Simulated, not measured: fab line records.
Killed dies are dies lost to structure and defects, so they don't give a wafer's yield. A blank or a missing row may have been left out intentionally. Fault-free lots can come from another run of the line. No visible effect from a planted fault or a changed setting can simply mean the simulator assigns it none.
Split-lot trial -- flow n5 finfet -- route with 1938 steps; 7 lots, 21 wafers read

ABOUT THE SPLIT
At N5_PMOS_HMC_CHANNEL_EPI_COAT_03 (resist thk 205 nm), the setting spin rpm was moved away from the recipe's 1500 rpm on 8 of the 21 wafers read, by +3.5% to +8.6%. All remaining wafers had this setting at the recipe value.

FROM THE SPLIT TO THE READING: what the file shows between them, 3 steps
- N5_PMOS_HMC_CHANNEL_EPI_DEVELOP_08: develop time 30 s (also split here: develop time s)
- N5_PMOS_HMC_CHANNEL_EPI_DESCUM_14: chemistry O2, time 7.9 s
- N5_PMOS_HMC_CHANNEL_EPI_ETCH_32: etches BARC in N2/H2, stops on SiO2, target depth 85.8 nm, time 50.3 s

THE READING
CAR-ArF-block_of_PMOS_HMC_CHANNEL_EPI_COAT_03.thk nm (the simulator's own value, which no gauge read), in nm, at N5_PMOS_HMC_CHANNEL_EPI_HM_OPEN_15 (chemistry CHF3/O2, target SiO2, target depth 40.6 nm, time 20.3 s). There is no usual value for it anywhere in the file. The 13 wafers here that ran the recipe average 92.98 nm, standard deviation 1.8 nm.

wafer,"tool, chamber at the split","spin rpm as run, rpm",against the recipe,"CAR-ArF-block_of_PMOS_HMC_CHANNEL_EPI_COAT_03.thk nm, nm",against lot-mates on the recipe
L074.1,"litho track-02, 0",1553,+3.5%,87.1,no lot-mate on the recipe
L074.2,"litho track-02, 0",1553,+3.5%,88.49,no lot-mate on the recipe
L074.5,"litho track-02, 0",1553,+3.5%,88.24,no lot-mate on the recipe
L078.1,"litho track-02, 0",1500,recipe,89.54,-
L078.3,"litho track-02, 0",1582,+5.5%,86.12,-3.42
L078.4,"litho track-02, 0",1582,+5.5%,84.71,-4.83
L079.1,"litho track-01, 0",1629,+8.6%,86.15,-7.21
L079.2,"litho track-01, 0",1629,+8.6%,82.88,-10.48
L079.6,"litho track-01, 0",1500,recipe,93.36,-
L080.4,"litho track-04, 0",1500,recipe,93.95,-
L080.5,"litho track-04, 0",1500,recipe,92.87,-
L080.6,"litho track-04, 0",1624,+8.3%,83.36,-10.05
L084.2,"litho track-01, 0",1500,recipe,95.16,-
L084.3,"litho track-01, 0",1500,recipe,88.62,-
L084.4,"litho track-01, 0",1500,recipe,92.66,-
L089.2,"litho track-02, 0",1500,recipe,93.01,-
L089.3,"litho track-02, 0",1500,recipe,95.15,-
L089.4,"litho track-02, 0",1500,recipe,94.1,-
L091.1,"litho track-01, 0",1500,recipe,93.21,-
L091.2,"litho track-01, 0",1500,recipe,93.18,-
L091.6,"litho track-01, 0",1500,recipe,93.91,-

FIT RESULTS
A straight line over all 21 wafers: CAR-ArF-block_of_PMOS_HMC_CHANNEL_EPI_COAT_03.thk nm changes by -1.12 nm for each +1% of spin rpm; r = -0.90; the points scatter about the line by 1.8 nm.
The same after taking each lot's own level away (the mean of its wafers on the recipe; 18 wafers): -1.03 nm for each +1%; r = -0.92; scatter 1.5 nm.
Per that fit: largest spin rpm move, reading shift of 8.8 nm.
The span of the lots' own levels, 89.540 to 94.087 nm, comes to 2.5 times the standard deviation stated above.
The two slopes agree, so the slope changes little with the lot-to-lot level.
Check: for one of the wafers moved furthest among these (+8.6%), held out of the fit, the line's prediction against its lot-mates is -9.31 nm. It came out at -7.21 nm against them.

ADDITIONAL SPLITS CARRIED BY THESE WAFERS
Note: prior to the reading, these wafers also went through further splits. Each is held against what the fit with the lots' levels taken away leaves over:
other split on the same wafers,wafers away from the commonest value,r with CAR-ArF-block_of_PMOS_HMC_CHANNEL_EPI_COAT_03.thk nm (lot level and that fit taken away)
N5_ZERO_LAYER_COAT_05 spin rpm,6,-0.11
N5_ZERO_LAYER_DEVELOP_10 develop time s,4,-0.03
N5_PMOS_HMC_CHANNEL_EPI_DEVELOP_08 develop time s,4,+0.11

THE WHOLE CHAIN: every reading that the file lists as answering this split, in the file's order
step,what it does,reading,change (the file's fit),r (the file's)
N5_PMOS_HMC_CHANNEL_EPI_COAT_03,resist thk 205 nm,"CAR-ArF-block_of_PMOS_HMC_CHANNEL_EPI_COAT_03.thk nm (the simulator's own value, which no gauge read)",-0.948 nm for each +1% of the setting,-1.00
N5_PMOS_HMC_CHANNEL_EPI_ETCH_32,"etches BARC in N2/H2, stops on SiO2, target depth 85.8 nm, time 50.3 s","CAR-ArF-block_of_PMOS_HMC_CHANNEL_EPI_COAT_03.thk nm (the simulator's own value, which no gauge read)",-1.01 nm for each +1% of the setting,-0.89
N5_PMOS_HMC_CHANNEL_EPI_HM_OPEN_15,"chemistry CHF3/O2, target SiO2, target depth 40.6 nm, time 20.3 s","CAR-ArF-block_of_PMOS_HMC_CHANNEL_EPI_COAT_03.thk nm (the simulator's own value, which no gauge read)",-1.06 nm for each +1% of the setting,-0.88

THE FILE'S OWN FIT
CAR-ArF-block_of_PMOS_HMC_CHANNEL_EPI_COAT_03.thk nm changes by -1.06 nm for each +1% of spin rpm, r = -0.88.
